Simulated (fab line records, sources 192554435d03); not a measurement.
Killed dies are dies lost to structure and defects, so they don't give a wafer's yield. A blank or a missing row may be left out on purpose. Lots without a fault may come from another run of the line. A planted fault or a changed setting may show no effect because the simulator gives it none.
fab line records | flow n5_finfet
record lots=4 wafers=12 last_day=21
route steps=1938 shown BEOL_M0@742 BEOL_M1@751 BEOL_M4@1111 PASSIVATION@1936
lots that met no fault: from a run of the same line without faults
start_h: hours from the record's first day to the start of the lot's first wafer shown | wait_h: hours since the lot's step before | " the same as in the row above | L1.1+2: a row that stands for several wafers | - no value, or no start given | * or withheld: withheld | < > ~ a bound
route shown NAME@n: a module of which the file shows steps, and the number in the route of the first | usual: mean/standard deviation of fault-free wafers | same: alike in all rows | chamber/n: place in a boat | sites: the reading at each site | _std_site: their standard deviation | _edge_site: outer sites' mean less inner sites' | radius_mm: how far each site lies from the wafer's centre | mask NAME#n: copy n | behind: the tool/chamber that last shaped the wafer | hold: why the lot was held/for how many hours/how that ended | device: the transistor (n, p or np) that didn't switch | end of line: the same wafers' tests at the end of the route | a step without rows: its recipe alone | killed: dies lost to structure and defects at the first sort, not the wafer's yield | map: a wafer's dies, x killed, . not, _ none there
set.NAME: the setting as run; set.NAME@STEP: as run at that earlier step | model.NAME: the simulator's own value behind a step, which no gauge read
lots at some steps of the route; a table a step, a row a wafer
## steps
# step N5_BEOL_M0_ANNEAL_119
# recipe temp_c=225 time_s=90 ambient=N2
# step N5_BEOL_M0_CMP_120
# recipe stop_on=SiOC t_overpolish_s=6.9 down_force_psi=1 platen_rpm=50 clearing_platen_down_force_psi=1.5 clearing_platen_rpm=50 post_cmp_clean=cu_alkaline clearing_platen_pad_velocity_m_s=0.99484 pad_velocity_m_s=0.99484
# step N5_BEOL_M0_PRE_CLEAN_131
# recipe gas=NH3/H2 time_s=15 temp_c=* rf_power_w=300
# step N5_BEOL_M0_CO_CAP_123
# recipe material=Co target_thk_a=20 temp_c=200 precursor=CCTBA/H2 pressure_torr=30 time_s=102.1
# step N5_BEOL_M0_PRE_CLEAN_124
# recipe gas=NH3 time_s=15 temp_c=withheld rf_power_w=300
# step N5_BEOL_M0_DEP_125
# recipe material=SiCN target_thk_a=80 temp_c=withheld precursor=3MS/NH3 pressure_torr=3 rf_w=202 time_s=14
# step N5_BEOL_M1_ILD_DEP_00
# recipe material=SiOC target_thk_a=790 temp_c=350 precursor=DEMS/O2 pressure_torr=5 rf_w=500 time_s=15.3
# step N5_BEOL_M1_PECVD_72
# recipe material=SiO2 target_thk_a=160 temp_c=400 precursor=TEOS/O2 pressure_torr=5.5 rf_w=450 teos_flow_sccm=53.8 gas=O2 flow_sccm=3000 time_s=18
# step N5_BEOL_M1_HM_DEP_02
# recipe material=TiN target_thk_a=200 temp_c=25 chamber_pressure_pa=0.49996
# usual throttle_valve_pct=30.2/1.2
# columns lot.wafer tool chamber start_h wait_h throttle_valve_pct
L435.2 pvd_sputter-01 - 158.70 3.0 28.8
L435.3 " - " " 31.8
L435.5 " - " " 31.8
L443.1 pvd_sputter-01 - 196.32 0.7 29.9
L443.2 " - " " 31.7
L443.4 " - " " 31.6
L446.3 pvd_sputter-01 - 220.36 1.4 31.7
L446.4 " - " " 29.9
L446.6 " - " " 30.0
L452.2 pvd_sputter-02 - 250.84 2.8 30.5
L452.4 " - " " 30.6
L452.5 " - " " 30.4
# step N5_BEOL_M1_COAT_61
# recipe resist=SOC temp_c=250 time_s=60 spin_rpm=1500 resist_thk_nm=60
# step N5_BEOL_M1_COAT_62
# recipe resist=SiARC temp_c=220 time_s=60 spin_rpm=1500 resist_thk_nm=12
# step N5_BEOL_M1_COAT_73
# recipe resist=underlayer temp_c=205 time_s=60 spin_rpm=1500 resist_thk_nm=5
# step N5_BEOL_M1_COAT_05
# recipe resist=CAR-EUV spin_rpm=1500 resist_thk_nm=30
# step N5_BEOL_M1_EBR_07
# recipe solvent=PGMEA ebr_width_mm=1.5
# step N5_BEOL_M1_SOFTBAKE_06
# recipe temp_c=110 time_s=60 resist=CAR-EUV
# step N5_BEOL_M1_EXPOSE_08
# recipe mask_id=M1 na=0.33 source_shape=dipole sigma_inner=0.369 sigma_outer=0.767 polarization=unpolarized dose_mj=33
# step N5_BEOL_M1_PEB_09
# recipe peb_temp_c=100 peb_time_s=60 resist=CAR-EUV
# step N5_BEOL_M1_DEVELOP_10
# recipe develop_time_s=30 developer=TMAH resist=CAR-EUV rinse_liquid=surfactant_rinse dry=air_spin dev_temp_c=23
# step N5_BEOL_M1_INSPECT_13
# recipe mode=adi inspect_instrument=brightfield
# usual raw_defect_count=406/90
# columns lot.wafer tool chamber start_h wait_h raw_defect_count
L435.2 defect_inspect-02 - 159.32 0.0 326
L435.3 " - " " 342
L435.5 " - " " 314
L443.1 defect_inspect-01 - 196.81 0.1 1029
L443.2 " - " " 904
L443.4 " - " " 1093
L446.3 defect_inspect-01 - 220.97 0.0 937
L446.4 " - " " 981
L446.6 " - " " 966
L452.2 defect_inspect-01 - 251.32 0.0 333
L452.4 " - " " 306
L452.5 " - " " 239
# step N5_BEOL_M1_DESCUM_16
# recipe chemistry=O2 time_s=7 source_power_w=50 bias_power_w=20 pressure_mtorr=20 rf_frequency_hz=2.712e+07 temp_c=40 resist=CAR-EUV o2_flow_sccm=225
# step N5_BEOL_M1_ETCH_74
# recipe chemistry=N2/H2 target=underlayer target_depth_a=65 mask_material=CAR-EUV time_s=5.2 ion_energy_ev=200 pressure_mtorr=30 source_w=840 bias_w=150 n2_flow_sccm=200 h2_flow_sccm=200 ends=cleared
# step N5_BEOL_M1_ETCH_63
# recipe chemistry=CF4 target=SiARC target_depth_a=156 mask_material=CAR-EUV time_s=26 ion_energy_ev=80 pressure_mtorr=40 source_w=545 bias_w=36 Ar_flow_sccm=100 cf4_flow_sccm=100 ends=cleared
# step N5_BEOL_M1_ETCH_64
# recipe chemistry=N2/H2 target=SOC target_depth_a=750 overetch_a=150 mask_material=SiARC temp_c=40 time_s=112.5 ion_energy_ev=200 pressure_mtorr=30 source_w=840 bias_w=150 n2_flow_sccm=200 h2_flow_sccm=200
# step N5_BEOL_M1_STRIP_65
# recipe chemistry=N2/H2 temp_c=40 n2_flow_sccm=200 h2_flow_sccm=200 rf_frequency_hz=6e+07
# step N5_BEOL_M1_STRIP_75
# recipe chemistry=N2/H2 temp_c=40 n2_flow_sccm=200 h2_flow_sccm=200 rf_frequency_hz=6e+07
# step N5_BEOL_M1_STRIP_66
# recipe chemistry=CF4 resist=SiARC power_w=300 bias_power_w=75 pressure_mtorr=50 cf4_flow_sccm=150 rf_frequency_hz=6e+07
# step N5_BEOL_M1_HM_OPEN_17
# recipe chemistry=Cl2/BCl3 target_depth_a=200 overetch_a=60 target=TiN mask_material=SOC ion_energy_ev=150 pressure_mtorr=10 icp_w=1000 bias_w=126 Cl2_flow_sccm=53.25 bcl3_flow_sccm=21.75 Ar_flow_sccm=25
# step N5_BEOL_M1_STRIP_19
# recipe chemistry=O2 power_w=400 temp_c=40 pressure_mtorr=30 rf_frequency_hz=6e+07 bias_power_w=0 overash_fraction=0.2 o2_flow_sccm=225
# step N5_BEOL_M1_COAT_67
# recipe resist=SOC temp_c=250 time_s=60 spin_rpm=1500 resist_thk_nm=60
# step N5_BEOL_M1_COAT_68
# recipe resist=SiARC temp_c=220 time_s=60 spin_rpm=1500 resist_thk_nm=12
# step N5_BEOL_M1_COAT_76
# recipe resist=underlayer temp_c=205 time_s=60 spin_rpm=1500 resist_thk_nm=5
# step N5_BEOL_M1_COAT_22
# recipe resist=CAR-EUV spin_rpm=1500 resist_thk_nm=30
# step N5_BEOL_M1_EBR_24
# recipe solvent=PGMEA ebr_width_mm=1.5
# step N5_BEOL_M1_SOFTBAKE_23
# recipe temp_c=110 time_s=60 resist=CAR-EUV
# step N5_BEOL_M1_EXPOSE_25
# recipe mask_id=V0 na=0.33 source_shape=quasar sigma_inner=0.2 sigma_outer=0.8 polarization=unpolarized defocus_nm=5 target_cd_nm=24 dose_mj=63
# step N5_BEOL_M1_INSPECT_30
# recipe mode=adi inspect_instrument=brightfield
# usual raw_defect_count=412/84
# columns lot.wafer tool chamber start_h wait_h raw_defect_count
L435.2 defect_inspect-01 - 160.56 0.0 376
L435.3 " - " " 344
L435.5 " - " " 336
L443.1 defect_inspect-02 - 197.83 0.1 1001
L443.2 " - " " 899
L443.4 " - " " 1024
L446.3 defect_inspect-01 - 222.02 0.0 915
L446.4 " - " " 991
L446.6 " - " " 950
L452.2 defect_inspect-01 - 252.22 0.0 311
L452.4 " - " " 324
L452.5 " - " " 246
# step N5_BEOL_M4_RC_MEAS_101
# usual DIBL_N=37.7/2 DIBL_P=37.7/2.3 IOFF_N=0.18/0.039 IOFF_P=0.23/0.042 ION_N=681/12 ION_P=463/8 SS_N=71.9/0.68 SS_P=73.6/0.71 VT_N=248/3.2 VT_P=-249/3.1
# columns lot.wafer tool chamber start_h wait_h DIBL_N[mV/V] DIBL_P[mV/V] IOFF_N[nA/um] IOFF_P[nA/um] ION_N[uA/um] ION_P[uA/um] SS_N[mV/dec] SS_P[mV/dec] VT_N[mV] VT_P[mV]
L435.2 prober-01 0 278.43 0.2 39.1 38.4 0.20 0.20 686 459 72.3 73.3 247 -253
L435.3 " 0 " " 39.3 38.7 0.19 0.21 665 449 71.8 73.6 253 -253
L435.5 " 0 " " 40.6 40.4 0.23 0.25 680 455 72.3 73.5 247 -251
L443.1 prober-02 0 326.75 0.0 40.5 39.8 0.26 0.26 702 466 72.6 74.1 241 -245
L443.2 " 0 " " 38.0 37.5 0.19 0.22 694 467 72.0 73.7 247 -250
L443.4 " 0 " " 37.8 36.4 0.18 0.21 664 454 72.2 74.0 250 -254
L446.3 prober-01 0 345.19 0.3 37.6 36.5 0.16 0.22 693 475 71.9 73.1 250 -250
L446.4 " 0 " " 35.9 34.4 0.13 0.18 675 466 71.2 72.1 249 -254
L446.6 " 0 " " 38.6 37.3 0.16 0.22 673 465 72.0 74.1 249 -251
L452.2 prober-02 0 386.03 0.2 35.5 34.6 0.14 0.18 679 460 72.0 73.1 250 -251
L452.4 " 0 " " 39.0 39.1 0.19 0.24 673 460 71.9 73.8 249 -250
L452.5 " 0 " " 34.2 33.2 0.12 0.16 670 461 70.5 72.4 250 -251
# step N5_PASSIVATION_PROBE_49
# usual defect_limited_yield=91.1/1.4 killed_at_M0_to_M3=34/9.6 killed_at_M4_up=15/5.3 killed_at_contacts=12/6.1 killed_at_front_end=40/11 killed_at_other=3.5/2.8 killed_dies=105/17 killed_open=70/12 killed_short=34/7.7 sort_bin_5_function=5.2/0.97 sort_bin_6_memory=3.4/0.62 sort_n_pass=1075/17 sort_yield_pct=91.1/1.4
# same gross_dies=1180 killed_at_back_side=0 sort_bin_4_leakage[%]=0 sort_bin_8_speed[%]=0
# columns lot.wafer tool chamber start_h wait_h defect_limited_yield[%] killed_at_M0_to_M3 killed_at_M4_up killed_at_contacts killed_at_front_end killed_at_other killed_dies killed_open killed_short sort_bin_5_function[%] sort_bin_6_memory[%] sort_n_pass sort_yield_pct[%]
L443.1 prober-01 - 433.44 0.0 83.6 134 16 9 32 3 194 65 24 10.3 4.2 986 83.6
L443.2 prober-01 - 433.49 0.1 82.0 138 14 30 29 1 212 75 28 11.4 4.3 968 82.0
L443.4 prober-01 - 433.59 0.2 83.7 157 13 9 13 0 192 50 15 10.4 3.3 988 83.7
L446.3 prober-01 - 450.49 0.1 83.7 153 4 6 28 1 192 42 18 10.5 3.3 988 83.7
L446.4 prober-01 - 450.54 0.2 82.6 127 13 7 52 6 205 62 30 9.3 5.3 975 82.6
L446.6 prober-01 - 450.64 0.3 82.6 150 7 16 31 1 205 67 24 10.9 4.8 975 82.6
# killed by level:class
L443.1 BEOL_M1:unspecified=105 BEOL_M3:geometric_particle:open=10 STI_FIN_REVEAL:geometric_particle:open=9 MOL_CONTACT_COAG:geometric_particle:open=7 BEOL_M1:geometric_particle:open=7 BEOL_M4:geometric_particle:open=6 GATE_CUT:geometric_particle:short=4 BEOL_M8:geometric_particle:open=4
L443.2 BEOL_M1:unspecified=109 MOL_CONTACT_COAG:geometric_particle:open=27 BEOL_M3:geometric_particle:open=15 BEOL_M4:geometric_particle:open=9 GATE_CUT:geometric_particle:short=7 GATE_CUT:geometric_particle:open=5 STARTING-WAFER:geometric_particle:short=5 STI_FIN_REVEAL:geometric_particle:open=4
L443.4 BEOL_M1:unspecified=125 BEOL_M3:geometric_particle:open=13 BEOL_M4:geometric_particle:open=9 MOL_CONTACT_COAG:geometric_particle:open=8 BEOL_M2:geometric_particle:open=7 BEOL_M3:geometric_particle:short=5 STARTING-WAFER:geometric_particle:open=3 FIN_SAQP:geometric_particle:open=2
L446.3 BEOL_M1:unspecified=130 BEOL_M2:geometric_particle:open=6 FIN_SAQP:geometric_particle:short=6 DUMMY_GATE:geometric_particle:open=5 MOL_CONTACT_COAG:geometric_particle:open=5 STI_FIN_REVEAL:geometric_particle:open=4 BEOL_M3:geometric_particle:open=4 FIN_SAQP:geometric_particle:open=3
L446.4 BEOL_M1:unspecified=107 FIN_SAQP:geometric_particle:short=14 FIN_SAQP:geometric_particle:open=12 STI_FIN_REVEAL:geometric_particle:open=10 BEOL_M2:geometric_particle:open=8 BEOL_M4:geometric_particle:open=8 MOL_CONTACT_COAG:geometric_particle:open=6 HKMG_FIN:area_etch=5
L446.6 BEOL_M1:unspecified=110 MOL_CONTACT_COAG:geometric_particle:open=15 BEOL_M1:geometric_particle:open=10 BEOL_M2:geometric_particle:open=8 BEOL_M3:geometric_particle:open=7 FIN_SAQP:geometric_particle:open=6 BEOL_M0_SAQP:geometric_particle:short=6 FIN_SAQP:geometric_particle:short=5
# map L443.2 (x killed, . not)
_________________............________________
______________...x......x.....xx_____________
___________..x.x..................x__________
__________.........................._________
________.............................._______
_______..x..x.................x...x....______
______..........x....x.x................_____
_____.xx....x............................____
____......x........x.xx......x........x...___
___......................x.......x.........__
___x............................x...x......__
__.................xxx...........x...x...x.._
__....x...x.................x.....x........._
_.......x..........x.....x...........x.......
_....x.....x..........x.........x...........x
_...........x...x....x.............x.x.x..x..
_...........................x................
_....x..x......................x.x...........
_........x.....xx...x.........xx....xx.......
_....x..................xxx......xx..........
_.........................x..................
__.x................x.x.....x.x..xx..xx....._
__....x..x....x...........xx.xxxxxx..x......_
___.........x....x........xxxxxxxxxx.xx.xxx__
___....x.....x....xx..x..xxxxxxxxxxxxxxx...__
____.x...................xxxxxxxxxxxxx..x.___
_____x....................xxxxxxxxxx.xx..____
______.......x..........x.xxxxxxxxxxx.x._____
_______.......x..........x.xxxxxxxx..x.______
________....................xxxxxxxx.x_______
__________.x..............x..xxxxxxx_________
___________...x...............xxx..__________
______________.....x.......x.x.._____________
_________________...x...x....________________
# map L446.4 (x killed, . not)
_________________...x........________________
______________...x..........xx.._____________
___________....................x...__________
__________x....xx......x..........x._________
________......xxx.x..................._______
_______.........................x......______
______.x.....................x..x..x...._____
_____x...x.......x.........x......x.x.x.x____
____.x..........x......x.....x....xxxxxxxx___
___....x........................xxx.xxxxxxx__
___...........xx...........x....xxxxxxxxxxx__
__..................x.........x.xxxxxxxxxxx._
__x..x...........xx...........x..xxxxxxxxxxx_
_.....x..................x....x.xxxxxxxxxxxx.
_.....x...x.......x.........x..xx.xxxxxxxxxxx
_.........................x...xxx.xxxxxxxxx.x
_.........................x....xx.xxxxxxxx...
_xx..........x.......x............x..xx.xxx..
_..................x.............x........x..
_....x.x.....x......x......x...........x.....
_...............x........x...................
__.........x...x............x.............x._
__......x............x..x..................x_
___.............x..........................__
___...........x..........x........x........__
____............x....x....x..........x....___
_____.....xx........x...................x____
______..........x....x......x..........._____
_______.....x...x......x.....x....x....______
________.............................._______
__________....x..................x.._________
___________......x.................__________
______________.x.x.............._____________
_________________...x........________________
## key
first_sign step=N5_BEOL_M1_INSPECT_13 reading=raw_defect_count direction=up sigmas=6.4 usual=406 struck=985
effect step=N5_BEOL_M1_INSPECT_30 reading=raw_defect_count direction=up sigmas=6.6 usual=412 struck=963
effect step=N5_PASSIVATION_PROBE_49 reading=killed_at_M0_to_M3 direction=up sigmas=11 usual=34 struck=143
more_kills_born_at N5_BEOL_M1_HM_DEP_02@pvd_sputter-01=686
met_at N5_BEOL_M1_HM_DEP_02
struck_wafers L443.1,L443.2,L443.4,L446.3,L446.4,L446.6
onset_between 158.70 196.32
fault kind=chamber_particle_source tool=pvd_sputter-01 chamber=- onset_h=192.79 steps=N5_BEOL_M1_HM_DEP_02 rate_per_visit_cm2=0.8336 end_h=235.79
